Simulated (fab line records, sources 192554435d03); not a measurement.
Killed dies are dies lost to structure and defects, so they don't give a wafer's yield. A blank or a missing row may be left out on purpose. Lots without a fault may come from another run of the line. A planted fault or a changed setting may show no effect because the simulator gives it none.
Chamber matching | flow n5_finfet | N5_FIN_CUT_CUT_ETCH_26 on rie_diel-03: 4 sister chambers
The step etches SiNx in CH3F/O2, target depth 39 nm, time 55.7 s. 8 wafers are shown with their chamber, then 9 later ones without.

WAFERS WITH THEIR CHAMBER
wafer  | chamber | showerhead_plenum_p_Torr (Torr) | drypump_motor_current_A (A)
L080.4 | 1       | 2.00                            | 5.5
L082.3 | 2       | 1.97                            | 5.8
L082.6 | 2       | 1.97                            | 5.8
L084.5 | 0       | 2.10                            | 5.4
L084.6 | 3       | 1.99                            | 5.6
L087.1 | 1       | 1.99                            | 5.5
L087.3 | 0       | 2.10                            | 5.3
L087.4 | 3       | 1.99                            | 5.5

WAFERS WITHOUT THEIR CHAMBER
wafer  | showerhead_plenum_p_Torr (Torr) | drypump_motor_current_A (A)
L091.1 | 2.10                            | 5.3
L091.3 | 1.99                            | 5.5
L091.6 | 1.96                            | 5.8
L093.1 | 2.10                            | 5.3
L093.4 | 1.96                            | 5.8
L093.6 | 1.98                            | 5.6
L097.1 | 2.10                            | 5.3
L097.2 | 1.96                            | 5.8
L097.4 | 1.98                            | 5.5

WHICH CHAMBER EACH WENT THROUGH
wafer  | from the rows above          | in truth
L091.1 | 0                            | 0
L091.3 | can't be placed: 3 or 1      | 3
L091.6 | 2                            | 2
L093.1 | 0                            | 0
L093.4 | 2                            | 2
L093.6 | can't be placed: 3 or 1 or 2 | 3
L097.1 | 0                            | 0
L097.2 | 2                            | 2
L097.4 | can't be placed: 3 or 1      | 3
Placed correctly: 6 of 9. Can't be placed from these rows: 3 (the true chamber is among the candidates in 3). Placed wrongly: 0.
How it was worked out, from the rows above alone: a wafer's distance from a chamber is the root of the sum, over the readings, of the square of ((its reading less the chamber's mean) divided by the reading's scatter). The wafer belongs to the nearest chamber; if the next one is less than 2 further off, it can't be placed. A chamber's mean is the mean of its shown wafers. The scatter: the root of (the sum of the squares of (reading less its chamber's mean) over the shown wafers, divided by (wafers less chambers)).
